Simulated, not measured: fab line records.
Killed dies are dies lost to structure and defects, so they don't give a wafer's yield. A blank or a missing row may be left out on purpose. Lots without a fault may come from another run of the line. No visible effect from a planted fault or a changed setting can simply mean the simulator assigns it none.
Chamber matching :: flow n5-finfet :: 3 sister chambers for N5_BEOL_M10_DEP_56 on pecvd-03
The step deposits SiCN from 3MS/NH3, target thk 15 nm, time 26.5 s. 18 wafers are shown with their chamber, then 9 later ones without.

== WAFERS, EACH WITH ITS CHAMBER ==
wafer: L080.3
chamber: 1
showerhead-plenum-p-Torr (Torr): 3.644
showerhead-vpp-V (V): 861
throttle-valve-pct (%): 9.7

wafer: L080.4
chamber: 1
showerhead-plenum-p-Torr (Torr): 3.655
showerhead-vpp-V (V): 850
throttle-valve-pct (%): 9.6

wafer: L080.5
chamber: 2
showerhead-plenum-p-Torr (Torr): 3.677
showerhead-vpp-V (V): 846
throttle-valve-pct (%): 9.4

wafer: L077.3
chamber: 1
showerhead-plenum-p-Torr (Torr): 3.655
showerhead-vpp-V (V): 854
throttle-valve-pct (%): 9.5

wafer: L077.5
chamber: 2
showerhead-plenum-p-Torr (Torr): 3.685
showerhead-vpp-V (V): 839
throttle-valve-pct (%): 9.1

wafer: L077.6
chamber: 0
showerhead-plenum-p-Torr (Torr): 3.668
showerhead-vpp-V (V): 810
throttle-valve-pct (%): 9.0

wafer: L079.3
chamber: 1
showerhead-plenum-p-Torr (Torr): 3.655
showerhead-vpp-V (V): 856
throttle-valve-pct (%): 9.9

wafer: L079.4
chamber: 0
showerhead-plenum-p-Torr (Torr): 3.661
showerhead-vpp-V (V): 824
throttle-valve-pct (%): 9.0

wafer: L079.6
chamber: 1
showerhead-plenum-p-Torr (Torr): 3.655
showerhead-vpp-V (V): 856
throttle-valve-pct (%): 9.6

wafer: L078.1
chamber: 1
showerhead-plenum-p-Torr (Torr): 3.662
showerhead-vpp-V (V): 862
throttle-valve-pct (%): 9.4

wafer: L078.2
chamber: 0
showerhead-plenum-p-Torr (Torr): 3.669
showerhead-vpp-V (V): 826
throttle-valve-pct (%): 8.7

wafer: L078.5
chamber: 2
showerhead-plenum-p-Torr (Torr): 3.693
showerhead-vpp-V (V): 863
throttle-valve-pct (%): 9.1

wafer: L082.2
chamber: 1
showerhead-plenum-p-Torr (Torr): 3.655
showerhead-vpp-V (V): 869
throttle-valve-pct (%): 9.3

wafer: L082.3
chamber: 0
showerhead-plenum-p-Torr (Torr): 3.662
showerhead-vpp-V (V): 815
throttle-valve-pct (%): 8.6

wafer: L082.6
chamber: 0
showerhead-plenum-p-Torr (Torr): 3.664
showerhead-vpp-V (V): 828
throttle-valve-pct (%): 8.6

wafer: L087.1
chamber: 2
showerhead-plenum-p-Torr (Torr): 3.694
showerhead-vpp-V (V): 837
throttle-valve-pct (%): 9.4

wafer: L087.4
chamber: 2
showerhead-plenum-p-Torr (Torr): 3.683
showerhead-vpp-V (V): 838
throttle-valve-pct (%): 9.5

wafer: L087.5
chamber: 0
showerhead-plenum-p-Torr (Torr): 3.662
showerhead-vpp-V (V): 827
throttle-valve-pct (%): 8.7

SIGNATURES (means of the wafers above)
reading: showerhead-plenum-p-Torr
chamber 0: 3.66433
chamber 1: 3.65443
chamber 2: 3.68640
scatter within a chamber: 0.00534

reading: showerhead-vpp-V
chamber 0: 821.67
chamber 1: 858.29
chamber 2: 844.60
scatter within a chamber: 8.08

reading: throttle-valve-pct
chamber 0: 8.767
chamber 1: 9.571
chamber 2: 9.300
scatter within a chamber: 0.191
Rule: distance of a wafer from a chamber = root of the sum over the readings of ((wafer's reading minus chamber's mean) / reading's scatter) squared. If the next closest chamber is less than 2 further off than the closest, the wafer can't be placed; otherwise it belongs to the closest. The scatter: take each reading less its chamber's mean, square it, sum over the shown wafers, divide by the number of wafers less the number of chambers, and take the root.

== WAFERS WITHOUT THEIR CHAMBER ==
wafer: L091.1
showerhead-plenum-p-Torr (Torr): 3.654
showerhead-vpp-V (V): 818
throttle-valve-pct (%): 8.7

wafer: L091.2
showerhead-plenum-p-Torr (Torr): 3.686
showerhead-vpp-V (V): 839
throttle-valve-pct (%): 9.3

wafer: L091.3
showerhead-plenum-p-Torr (Torr): 3.665
showerhead-vpp-V (V): 824
throttle-valve-pct (%): 8.6

wafer: L091.4
showerhead-plenum-p-Torr (Torr): 3.689
showerhead-vpp-V (V): 845
throttle-valve-pct (%): 9.5

wafer: L091.5
showerhead-plenum-p-Torr (Torr): 3.685
showerhead-vpp-V (V): 844
throttle-valve-pct (%): 9.4

wafer: L091.6
showerhead-plenum-p-Torr (Torr): 3.663
showerhead-vpp-V (V): 830
throttle-valve-pct (%): 8.7

wafer: L095.1
showerhead-plenum-p-Torr (Torr): 3.699
showerhead-vpp-V (V): 836
throttle-valve-pct (%): 9.3

wafer: L095.3
showerhead-plenum-p-Torr (Torr): 3.653
showerhead-vpp-V (V): 852
throttle-valve-pct (%): 9.6

wafer: L095.4
showerhead-plenum-p-Torr (Torr): 3.683
showerhead-vpp-V (V): 838
throttle-valve-pct (%): 9.5

== CHAMBER TAKEN BY EACH ==
wafer: L091.1
from the rows above: 0
in truth: 0

wafer: L091.2
from the rows above: 2
in truth: 2

wafer: L091.3
from the rows above: 0
in truth: 0

wafer: L091.4
from the rows above: 2
in truth: 2

wafer: L091.5
from the rows above: 2
in truth: 2

wafer: L091.6
from the rows above: 0
in truth: 0

wafer: L095.1
from the rows above: 2
in truth: 2

wafer: L095.3
from the rows above: 1
in truth: 1

wafer: L095.4
from the rows above: 2
in truth: 2
Correct placement for 9 of the 9. Number that these rows cannot place: 0. Placed wrongly: 0.
